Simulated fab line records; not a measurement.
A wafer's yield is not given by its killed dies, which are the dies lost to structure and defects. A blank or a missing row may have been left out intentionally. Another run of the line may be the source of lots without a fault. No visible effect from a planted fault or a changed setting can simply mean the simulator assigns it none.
Matching of chambers :: flow n5-finfet :: 3 sister chambers for N5_BEOL_M5_CURE_80 on uv-cure-03
The step cures SiCOH lowk, time 120 s. 3 wafers are shown with their chamber, then 8 later ones without.

## WAFERS, EACH WITH ITS CHAMBER
wafer: L085.6
chamber: 2
wafer_temp_C_max: 371.9

wafer: L094.5
chamber: 0
wafer_temp_C_max: 371.3

wafer: L096.1
chamber: 1
wafer_temp_C_max: 371.3

## WAFERS WITH NO CHAMBER GIVEN
wafer: L096.3
wafer_temp_C_max: 371.1

wafer: L096.4
wafer_temp_C_max: 371.3

wafer: L097.1
wafer_temp_C_max: 371.4

wafer: L097.2
wafer_temp_C_max: 370.6

wafer: L097.3
wafer_temp_C_max: 370.6

wafer: L097.4
wafer_temp_C_max: 370.7

wafer: L097.5
wafer_temp_C_max: 370.8

wafer: L097.6
wafer_temp_C_max: 370.8

## EACH ONE'S CHAMBER
wafer: L096.3
from the rows above: can't be placed: 0 or 1 or 2
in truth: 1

wafer: L096.4
from the rows above: can't be placed: 0 or 1 or 2
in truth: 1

wafer: L097.1
from the rows above: can't be placed: 0 or 1 or 2
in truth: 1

wafer: L097.2
from the rows above: can't be placed: 0 or 1 or 2
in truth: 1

wafer: L097.3
from the rows above: can't be placed: 0 or 1 or 2
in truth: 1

wafer: L097.4
from the rows above: can't be placed: 0 or 1 or 2
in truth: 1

wafer: L097.5
from the rows above: can't be placed: 0 or 1 or 2
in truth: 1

wafer: L097.6
from the rows above: can't be placed: 0 or 1 or 2
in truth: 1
Correctly placed: 0 of 8. Not placeable from these rows: 8 (in 8, the candidates include the true chamber). Placed wrongly: 0.
How it was worked out, from the rows above alone: a wafer's distance from a chamber is the root of the sum, over the readings, of the square of ((its reading less the chamber's mean) divided by the reading's scatter). If the next closest chamber is less than 2 further off than the closest, the wafer can't be placed; otherwise it belongs to the closest. Each chamber's mean is taken over the wafers shown for it. The scatter: root of mean squared gap, hidden wafer to nearest shown wafer, with one shown wafer a chamber.
